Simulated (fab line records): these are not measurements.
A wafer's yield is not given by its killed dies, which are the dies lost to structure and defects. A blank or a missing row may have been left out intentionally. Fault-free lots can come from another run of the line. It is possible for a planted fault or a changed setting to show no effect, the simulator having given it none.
fab line records + flow nandHarc
record:
- lots: 12
- wafers: 36
- lastDay: 33
route steps=1302 shown P_ZERO_WELL@16 P_STI@88
lots that met no fault: taken from a fault-free run of the same line
startH: the number of hours between the record's first day and the start of the first shown wafer of the lot + waitH: hours elapsed since this lot's preceding step + " identical to the entry in the row above + L1.1+2: several wafers, shown together as one row + - no value, or no start given + * or withheld: withheld + < > ~ a bound
route shown NAME@n: NAME is a module with steps in the file, n the number in the route of the first one + usual: mean/standard deviation taken from wafers without a fault + same: alike in all rows + chamber/n: place in a boat + sites: each site's reading + _std_site: their standard deviation + _edge_site: outer sites' mean less inner sites' + radiusMm: how far each site lies from the wafer's centre + mask NAME#n: copy n + behind: the most recent tool/chamber to have shaped the wafer + hold: why the lot went on hold/how many hours it stayed there/how the hold came to an end + device: names the non-switching transistor (n, p or np) + end of line: the tests these same wafers got at the end of their route + a step with no rows: only its recipe + killed: dies lost to structure and defects at the first sort, not the wafer's yield + map: shows each die of a wafer: x if killed, . if not, _ if none is there
set.NAME: setting as actually run; set.NAME@STEP: the setting as run at that earlier step + model.NAME: the simulator's own value behind a step, which no gauge read
one table for each step of the route and one row for each wafer, over a sample of lots
services: when a tool's chamber went out of use (startH, in hours from the record's first day, below 0 if earlier), for how many hours, and the reason
== steps ==
step: NHARC_P_ZERO_WELL_DESCUM_13
recipe:
- timeS: 3
- o2FlowSccm: 200
- arFlowSccm: 0
- biasPowerW: 0
- chemistry: O2
usual:
- drypumpMotorCurrentA: 5.9/0.44
- oesProductAu: 0.996/0.011
- rfVppV: 57.7/0.92
- showerheadPlenumPTorr: 1.88/0.093
- throttleValvePct: 11.312/0.0083
| lot.wafer | tool       | chamber | startH | waitH | drypumpMotorCurrentA | oesProductAu | rfHoursCounterH | rfVppV | showerheadPlenumPTorr | throttleValvePct |
|-----------|------------|---------|--------|-------|----------------------|--------------|-----------------|--------|-----------------------|------------------|
| L120.1    | rieDiel-06 | 3       | 21.39  | -     | 6.0                  | 0.991        | 17              | 58.4   | 2.00                  | 11.314           |
| L120.4    | "          | 1       | "      | "     | 6.7                  | 0.978        | 18              | 56.8   | 1.78                  | 11.307           |
| L120.6    | "          | 0       | "      | "     | 5.7                  | 0.993        | -               | 59.5   | 2.01                  | 11.311           |
| L121.2    | rieDiel-04 | 0       | 31.44  | -     | 5.7                  | 0.994        | 8               | 57.1   | 1.90                  | 11.312           |
| L121.1    | "          | 1       | "      | "     | 5.7                  | 0.990        | 5               | 58.0   | 1.83                  | 11.313           |
| L121.5    | "          | 3       | "      | "     | 6.2                  | 1.013        | -               | 56.8   | 1.81                  | 11.319           |
| L122.3    | rieDiel-06 | 0       | 41.30  | -     | 5.8                  | 0.988        | 21              | 57.3   | 2.01                  | 11.330           |
| L122.1    | "          | 1       | "      | "     | 6.8                  | 0.978        | 27              | 57.4   | 1.77                  | 11.312           |
| L122.2    | "          | 2       | "      | "     | 5.2                  | 0.990        | 23              | 57.0   | 1.80                  | 11.306           |
| L123.2    | rieDiel-01 | 2       | 51.46  | -     | 5.7                  | 1.007        | 5               | 57.4   | 1.87                  | 11.307           |
| L123.1    | "          | 3       | "      | "     | 5.2                  | 1.014        | 6               | 56.8   | 1.84                  | 11.307           |
| L123.5    | "          | 2       | "      | "     | 5.7                  | 1.017        | -               | 59.0   | 1.87                  | 11.306           |
| L124.2    | rieDiel-04 | 3       | 61.42  | -     | 6.2                  | 1.004        | 19              | 57.1   | 1.80                  | 11.307           |
| L124.5    | "          | 1       | "      | "     | 5.7                  | 1.005        | -               | 56.9   | 1.83                  | 11.318           |
| L124.6    | "          | 2       | "      | "     | 5.9                  | 1.001        | -               | 57.2   | 1.80                  | 11.336           |
| L125.1    | rieDiel-01 | 1       | 71.27  | -     | 6.4                  | 0.982        | 10              | 57.7   | 2.00                  | 11.296           |
| L125.6    | "          | 1       | "      | "     | 6.4                  | 0.965        | -               | 59.2   | 2.00                  | 11.323           |
| L125.5    | "          | 2       | "      | "     | 5.7                  | 1.004        | -               | 58.9   | 1.87                  | 11.324           |
| L126.3    | rieDiel-04 | 0       | 81.27  | -     | 5.7                  | 0.992        | 27              | 58.3   | 1.90                  | 11.313           |
| L126.4    | "          | 2       | "      | "     | 6.0                  | 0.995        | 22              | 57.9   | 1.80                  | 11.305           |
| L126.6    | "          | 0       | "      | "     | 5.7                  | 0.988        | -               | 58.4   | 1.90                  | 11.315           |
| L127.2    | rieDiel-04 | 1       | 91.39  | -     | 5.7                  | 0.995        | 25              | 58.7   | 1.83                  | 11.308           |
| L127.3    | "          | 3       | "      | "     | 6.2                  | 0.990        | 27              | 59.9   | 1.80                  | 11.318           |
| L127.6    | "          | 2       | "      | "     | 5.9                  | 0.997        | -               | 57.0   | 1.80                  | 11.312           |
| L130.4    | rieDiel-04 | 0       | 121.40 | -     | 5.7                  | 1.000        | 41              | 58.4   | 1.89                  | 11.301           |
| L130.3    | "          | 1       | "      | "     | 5.7                  | 0.997        | 34              | 57.4   | 1.82                  | 11.316           |
| L130.5    | "          | 0       | "      | "     | 5.7                  | 0.999        | -               | 58.3   | 1.89                  | 11.316           |
| L134.1    | rieDiel-04 | 3       | 161.27 | -     | 6.2                  | 1.005        | 52              | 56.5   | 1.79                  | 11.308           |
| L134.4    | "          | 0       | "      | "     | 5.7                  | 1.001        | 49              | 57.8   | 1.89                  | 11.312           |
| L134.3    | "          | 1       | "      | "     | 5.7                  | 0.996        | 43              | 55.9   | 1.82                  | 11.304           |
| L141.1    | rieDiel-01 | 1       | 231.30 | -     | 6.4                  | 0.987        | 4               | 57.8   | 1.99                  | 11.317           |
| L141.4    | "          | 3       | "      | "     | 5.2                  | 0.994        | 5               | 56.3   | 1.83                  | 11.312           |
| L141.5    | "          | 1       | "      | "     | 6.4                  | 0.990        | -               | 59.0   | 1.99                  | 11.306           |
| L142.4    | rieDiel-01 | 0       | 241.39 | -     | 5.0                  | 1.002        | 8               | 57.1   | 1.91                  | 11.305           |
| L142.2    | "          | 1       | "      | "     | 6.4                  | 0.996        | 8               | 57.2   | 1.99                  | 11.314           |
| L142.3    | "          | 2       | "      | "     | 5.7                  | 1.003        | 8               | 57.4   | 1.85                  | 11.295           |
step: NHARC_P_ZERO_WELL_EXPOSE_21
recipe:
- na: 0.6
- targetCdNm: 720
- doseMj: 22.31
- maskId: P_NWELL
| lot.wafer  | tool          | chamber | startH | waitH | mask         |
|------------|---------------|---------|--------|-------|--------------|
| L120.1+4+6 | krfScanner-02 | 0       | 22.42  | -     | P_NWELL#0    |
| L121.1+2+5 | krfScanner-03 | 0       | 32.52  | -     | P_NWELL#0    |
| L122.1+2+3 | krfScanner-02 | 0       | 42.33  | -     | P_NWELL#0    |
| L123.1+2+5 | krfScanner-01 | 0       | 52.53  | -     | P_NWELL#0    |
| L124.2+5+6 | krfScanner-01 | 0       | 62.44  | -     | P_NWELL#0    |
| L125.1+5+6 | krfScanner-02 | 0       | 73.29  | -     | P_NWELL#0    |
| L126.3+4+6 | krfScanner-01 | 0       | 82.31  | -     | P_NWELL#0    |
| L127.2+3+6 | krfScanner-01 | 0       | 92.30  | -     | P_NWELL#0    |
| L130.3+4+5 | krfScanner-03 | 0       | 122.43 | -     | P_NWELL_R1#0 |
| L134.1+3+4 | krfScanner-02 | 0       | 162.17 | -     | P_NWELL#0    |
| L141.1+4+5 | krfScanner-01 | 0       | 232.48 | -     | P_NWELL#0    |
| L142.2+3+4 | krfScanner-02 | 0       | 242.43 | -     | P_NWELL#0    |
step: NHARC_P_ZERO_WELL_CD_MEAS_24
recipe:
- targetCdNm: 720
- landingEnergyEv: 500
usual:
- cdNm: 720.2/2.5
| lot.wafer | tool     | chamber | startH | waitH | cdNm  |
|-----------|----------|---------|--------|-------|-------|
| L120.1    | cdSem-01 | 0       | 22.58  | -     | 720.8 |
| L120.4    | "        | 0       | "      | "     | 722.4 |
| L120.6    | "        | 0       | "      | "     | 725.3 |
| L121.1    | cdSem-02 | 0       | 32.67  | -     | 720.6 |
| L121.2    | "        | 0       | "      | "     | 718.1 |
| L121.5    | "        | 0       | "      | "     | 717.4 |
| L122.1    | cdSem-02 | 0       | 42.48  | -     | 720.9 |
| L122.2    | "        | 0       | "      | "     | 723.0 |
| L122.3    | "        | 0       | "      | "     | 720.6 |
| L123.1    | cdSem-02 | 0       | 52.69  | -     | 720.0 |
| L123.2    | "        | 0       | "      | "     | 724.0 |
| L123.5    | "        | 0       | "      | "     | 719.3 |
| L124.2    | cdSem-01 | 0       | 62.59  | -     | 722.7 |
| L124.5    | "        | 0       | "      | "     | 722.7 |
| L124.6    | "        | 0       | "      | "     | 722.4 |
| L125.1    | cdSem-01 | 0       | 73.44  | -     | 720.8 |
| L125.5    | "        | 0       | "      | "     | 719.5 |
| L125.6    | "        | 0       | "      | "     | 718.9 |
| L126.3    | cdSem-03 | 0       | 82.46  | -     | 723.4 |
| L126.4    | "        | 0       | "      | "     | 722.8 |
| L126.6    | "        | 0       | "      | "     | 723.3 |
| L127.2    | cdSem-01 | 0       | 92.46  | -     | 717.9 |
| L127.3    | "        | 0       | "      | "     | 722.0 |
| L127.6    | "        | 0       | "      | "     | 721.4 |
| L130.3    | cdSem-03 | 0       | 122.58 | -     | 703.2 |
| L130.4    | "        | 0       | "      | "     | 708.4 |
| L130.5    | "        | 0       | "      | "     | 703.4 |
| L134.1    | cdSem-01 | 0       | 162.32 | -     | 719.6 |
| L134.3    | "        | 0       | "      | "     | 720.5 |
| L134.4    | "        | 0       | "      | "     | 716.3 |
| L141.1    | cdSem-01 | 0       | 232.63 | -     | 721.3 |
| L141.4    | "        | 0       | "      | "     | 720.5 |
| L141.5    | "        | 0       | "      | "     | 722.0 |
| L142.2    | cdSem-03 | 0       | 242.58 | -     | 720.7 |
| L142.3    | "        | 0       | "      | "     | 721.4 |
| L142.4    | "        | 0       | "      | "     | 715.7 |
step: NHARC_P_ZERO_WELL_CD_MEAS_52
recipe:
- targetCdNm: 2000
- landingEnergyEv: 500
usual:
- cdNm: 2000.4/2.2
| lot.wafer | tool     | chamber | startH | waitH | cdNm   |
|-----------|----------|---------|--------|-------|--------|
| L120.1    | cdSem-02 | 0       | 25.75  | -     | 1998.1 |
| L120.4    | "        | 0       | "      | "     | 2000.4 |
| L120.6    | "        | 0       | "      | "     | 1999.0 |
| L121.1    | cdSem-03 | 0       | 35.96  | -     | 1999.3 |
| L121.2    | "        | 0       | "      | "     | 2003.3 |
| L121.5    | "        | 0       | "      | "     | 1997.4 |
| L122.1    | cdSem-03 | 0       | 45.99  | -     | 1997.7 |
| L122.2    | "        | 0       | "      | "     | 2002.3 |
| L122.3    | "        | 0       | "      | "     | 2001.8 |
| L123.1    | cdSem-02 | 0       | 56.03  | -     | 1999.4 |
| L123.2    | "        | 0       | "      | "     | 1999.9 |
| L123.5    | "        | 0       | "      | "     | 1998.1 |
| L124.2    | cdSem-02 | 0       | 65.85  | -     | 1998.9 |
| L124.5    | "        | 0       | "      | "     | 2001.5 |
| L124.6    | "        | 0       | "      | "     | 1998.2 |
| L125.1    | cdSem-02 | 0       | 76.48  | -     | 1995.5 |
| L125.5    | "        | 0       | "      | "     | 2002.1 |
| L125.6    | "        | 0       | "      | "     | 1995.9 |
| L126.3    | cdSem-03 | 0       | 85.73  | -     | 2001.5 |
| L126.4    | "        | 0       | "      | "     | 1996.9 |
| L126.6    | "        | 0       | "      | "     | 2002.2 |
| L127.2    | cdSem-02 | 0       | 95.74  | -     | 2000.4 |
| L127.3    | "        | 0       | "      | "     | 2000.4 |
| L127.6    | "        | 0       | "      | "     | 2002.5 |
| L130.3    | cdSem-01 | 0       | 125.72 | -     | 2001.5 |
| L130.4    | "        | 0       | "      | "     | 2002.9 |
| L130.5    | "        | 0       | "      | "     | 1998.2 |
| L134.1    | cdSem-01 | 0       | 165.37 | -     | 1997.5 |
| L134.3    | "        | 0       | "      | "     | 1998.2 |
| L134.4    | "        | 0       | "      | "     | 2000.6 |
| L141.1    | cdSem-01 | 0       | 235.65 | -     | 2001.3 |
| L141.4    | "        | 0       | "      | "     | 2000.3 |
| L141.5    | "        | 0       | "      | "     | 2002.9 |
| L142.2    | cdSem-02 | 0       | 245.74 | -     | 1998.2 |
| L142.3    | "        | 0       | "      | "     | 1999.8 |
| L142.4    | "        | 0       | "      | "     | 2004.2 |
step: NHARC_P_STI_ETCH_42
recipe:
- targetDepthA: 800
- overetchA: 240
- timeS: 61
- ionEnergyEv: 200
- n2FlowSccm: 150
- h2FlowSccm: 150
- arFlowSccm: 0
- rfW: 400
- biasW: 150
- chemistry: N2/H2
usual:
- drypumpMotorCurrentA: 5.8/0.31
- oesProductAu: 1.001/0.013
- rfVppV: 431.0/2.5
- showerheadPlenumPTorr: 2.05/0.088
- throttleValvePct: 14.172/0.009
| lot.wafer | tool       | chamber | startH | waitH | drypumpMotorCurrentA | oesProductAu | rfHoursCounterH | rfVppV | showerheadPlenumPTorr | throttleValvePct |
|-----------|------------|---------|--------|-------|----------------------|--------------|-----------------|--------|-----------------------|------------------|
| L120.1    | rieDiel-12 | 0       | 46.68  | 0.1   | 5.7                  | 0.993        | 5               | 426.8  | 1.90                  | 14.165           |
| L120.4    | "          | 3       | "      | "     | 5.8                  | 0.983        | 5               | 429.0  | 1.96                  | 14.163           |
| L120.6    | "          | 0       | "      | "     | 5.7                  | 0.994        | -               | 426.9  | 1.90                  | 14.164           |
| L121.2    | rieDiel-10 | 3       | 54.59  | 0.1   | 5.8                  | 1.013        | 11              | 432.6  | 2.16                  | 14.169           |
| L121.1    | "          | 1       | "      | "     | 5.5                  | 1.002        | 9               | 434.6  | 2.19                  | 14.163           |
| L121.5    | "          | 2       | "      | "     | 5.9                  | 0.990        | -               | 431.1  | 2.02                  | 14.177           |
| L122.3    | rieDiel-10 | 3       | 63.48  | 0.1   | 5.8                  | 1.005        | 11              | 433.6  | 2.16                  | 14.170           |
| L122.1    | "          | 0       | "      | "     | 6.2                  | 1.007        | 10              | 428.7  | 1.97                  | 14.169           |
| L122.2    | "          | 1       | "      | "     | 5.4                  | 1.005        | 9               | 435.8  | 2.19                  | 14.173           |
| L123.2    | rieDiel-12 | 1       | 78.90  | 0.1   | 5.6                  | 0.986        | 6               | 432.8  | 2.12                  | 14.177           |
| L123.1    | "          | 2       | "      | "     | 5.5                  | 1.002        | 8               | 428.5  | 2.00                  | 14.160           |
| L123.5    | "          | 0       | "      | "     | 5.7                  | 0.991        | -               | 425.9  | 1.90                  | 14.161           |
| L124.2    | rieDiel-10 | 2       | 87.19  | 0.1   | 5.9                  | 1.013        | 1               | 430.1  | 2.02                  | 14.164           |
| L124.6    | "          | 1       | "      | "     | 5.4                  | 1.001        | -               | 434.5  | 2.19                  | 14.157           |
| L124.5    | "          | 2       | "      | "     | 5.9                  | 1.016        | -               | 429.4  | 2.02                  | 14.167           |
| L125.1    | rieDiel-10 | 0       | 96.20  | 0.1   | 6.1                  | 0.994        | 2               | 427.5  | 1.97                  | 14.174           |
| L125.6    | "          | 1       | "      | "     | 5.4                  | 0.995        | -               | 434.0  | 2.19                  | 14.165           |
| L125.5    | "          | 2       | "      | "     | 5.9                  | 1.004        | -               | 430.6  | 2.02                  | 14.167           |
| L126.4    | rieDiel-10 | 0       | 107.10 | 0.1   | 6.2                  | 0.978        | 2               | 428.9  | 1.97                  | 14.162           |
| L126.3    | "          | 2       | "      | "     | 5.9                  | 0.999        | 2               | 431.8  | 2.02                  | 14.181           |
| L126.6    | "          | 1       | "      | "     | 5.4                  | 1.006        | -               | 433.3  | 2.19                  | 14.164           |
| L127.3    | rieDiel-10 | 2       | 118.43 | 0.1   | 5.9                  | 1.001        | 3               | 430.4  | 2.02                  | 14.154           |
| L127.2    | "          | 1       | "      | "     | 5.4                  | 1.011        | 3               | 435.1  | 2.18                  | 14.168           |
| L127.6    | "          | 2       | "      | "     | 5.9                  | 0.996        | -               | 430.3  | 2.02                  | 14.182           |
| L130.3    | rieDiel-12 | 3       | 146.34 | 0.1   | 5.9                  | 0.981        | 3               | 427.6  | 1.96                  | 14.175           |
| L130.4    | "          | 1       | "      | "     | 5.6                  | 0.987        | 3               | 433.6  | 2.12                  | 14.185           |
| L130.5    | "          | 3       | "      | "     | 6.0                  | 0.974        | -               | 427.4  | 1.96                  | 14.168           |
| L134.1    | rieDiel-10 | 2       | 184.59 | 0.1   | 5.9                  | 0.997        | 7               | 428.0  | 2.02                  | 14.177           |
| L134.4    | "          | 0       | "      | "     | 6.2                  | 0.978        | 7               | 426.8  | 1.97                  | 14.160           |
| L134.3    | "          | 1       | "      | "     | 5.4                  | 1.007        | 7               | 433.7  | 2.18                  | 14.174           |
| L141.1    | rieDiel-03 | 2       | 258.68 | 0.1   | 6.6                  | 0.994        | 10              | 431.0  | 2.05                  | 14.156           |
| L141.4    | "          | 1       | "      | "     | 6.0                  | 1.015        | 10              | 429.3  | 1.99                  | 14.165           |
| L141.5    | "          | 3       | "      | "     | 5.5                  | 1.003        | -               | 432.1  | 2.12                  | 14.172           |
| L142.4    | rieDiel-12 | 3       | 265.34 | 0.1   | 5.9                  | 0.987        | 7               | 428.8  | 1.96                  | 14.173           |
| L142.3    | "          | 0       | "      | "     | 5.7                  | 0.991        | 6               | 426.6  | 1.90                  | 14.167           |
| L142.2    | "          | 1       | "      | "     | 5.6                  | 0.966        | 9               | 432.9  | 2.12                  | 14.173           |
== services ==
| tool          | chamber | startH | hours | kind   |
|---------------|---------|--------|-------|--------|
| rieDiel-04    | 0       | -0.73  | 7.3   | repair |
| rieDiel-04    | -       | 0.90   | 9.0   | pm     |
| krfScanner-01 | -       | 6.12   | 0.2   | repair |
| rieDiel-04    | 1       | 19.55  | 3.7   | repair |
| rieDiel-01    | -       | 27.16  | 9.0   | pm     |
| rieDiel-12    | 1       | 63.50  | 14.7  | repair |
| rieDiel-10    | -       | 65.50  | 9.0   | pm     |
| krfScanner-02 | -       | 66.33  | 0.8   | repair |
| krfScanner-01 | -       | 84.45  | 0.6   | repair |
| rieDiel-12    | -       | 91.40  | 9.0   | pm     |
| krfScanner-02 | -       | 93.51  | 0.5   | repair |
| krfScanner-02 | -       | 94.03  | 4.0   | pm     |
| rieDiel-04    | 2       | 94.87  | 7.6   | repair |
| rieDiel-04    | 1       | 97.44  | 10.4  | repair |
| rieDiel-10    | 2       | 127.95 | 7.4   | repair |
| krfScanner-01 | -       | 140.03 | 4.0   | pm     |
| rieDiel-04    | 3       | 167.28 | 10.8  | repair |
| rieDiel-04    | -       | 179.61 | 9.0   | pm     |
| krfScanner-02 | -       | 180.19 | 1.5   | repair |
| rieDiel-04    | -       | 196.15 | 0.7   | repair |
| krfScanner-02 | -       | 223.04 | 0.8   | repair |
| krfScanner-02 | -       | 231.48 | 0.8   | repair |
| krfScanner-02 | -       | 232.99 | 1.8   | repair |
| rieDiel-10    | -       | 242.50 | 9.0   | pm     |
== key ==
firstSign:
- step: NHARC_P_ZERO_WELL_EXPOSE_21
- reading: mask
- direction: changed
effect:
- step: NHARC_P_ZERO_WELL_CD_MEAS_24
- reading: cdNm
- direction: down
- sigmas: 6.2
- usual: 720.2
- struck: 705.0
metAt NHARC_P_ZERO_WELL_EXPOSE_21
struckLots L130
testerLeftOut L130
notActingAt NHARC_P_ZERO_WELL_DESCUM_13,NHARC_P_ZERO_WELL_CD_MEAS_52,NHARC_P_STI_ETCH_42
onsetBetween 32.52 122.43
fault:
- kind: wrongMask
- tool: any
- chamber: -
- onsetH: 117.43
- steps: NHARC_P_ZERO_WELL_EXPOSE_21
- auxCopy: P_NWELL_R1#0
- cdOffsetNm: -12.454
- scope: struckLotsOnly
testerLeftOut: of these lots the tester's yield and bins aren't shown, on N5 and GAA mostly nor the transistor test; their killed dies are dies lost to structure and defects alone, not to doping, threshold or leakage, so they don't give the yield
